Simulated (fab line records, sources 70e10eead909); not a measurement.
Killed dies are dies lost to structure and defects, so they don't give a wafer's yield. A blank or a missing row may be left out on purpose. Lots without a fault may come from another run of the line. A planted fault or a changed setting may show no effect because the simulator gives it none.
Chamber matching | flow nand_harc | NHARC_A_STAIRCASE_CMP_152 on cmp-02: 4 sister chambers
The step polishes. 4 wafers are shown with their chamber, then 8 later ones without.

WAFERS WITH THEIR CHAMBER
wafer  | chamber | motor_current_A (A)
L216.6 | 2       | 12.7
L220.1 | 3       | 10.3
L220.3 | 1       | 13.0
L223.1 | 0       | 13.2

WAFERS WITHOUT THEIR CHAMBER
wafer  | motor_current_A (A)
L223.5 | 12.8
L223.6 | 12.8
L226.1 | 10.4
L226.4 | 13.6
L226.5 | 12.6
L227.1 | 10.7
L227.3 | 12.5
L227.4 | 12.7

WHICH CHAMBER EACH WENT THROUGH
wafer  | from the rows above          | in truth
L223.5 | can't be placed: 2 or 1 or 0 | 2
L223.6 | can't be placed: 2 or 1 or 0 | 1
L226.1 | 3                            | 3
L226.4 | can't be placed: 0 or 1      | 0
L226.5 | can't be placed: 2 or 1      | 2
L227.1 | 3                            | 3
L227.3 | can't be placed: 2 or 1      | 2
L227.4 | can't be placed: 2 or 1      | 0
Placed correctly: 2 of 8. Can't be placed from these rows: 6 (the true chamber is among the candidates in 5). Placed wrongly: 0.
How it was worked out, from the rows above alone: a wafer's distance from a chamber is the root of the sum, over the readings, of the square of ((its reading less the chamber's mean) divided by the reading's scatter). The wafer belongs to the nearest chamber; if the next one is less than 2 further off, it can't be placed. A chamber's mean is the mean of its shown wafers. The scatter: with one shown wafer a chamber, the root of the mean of the squares of how far each hidden wafer lies from its nearest shown one.
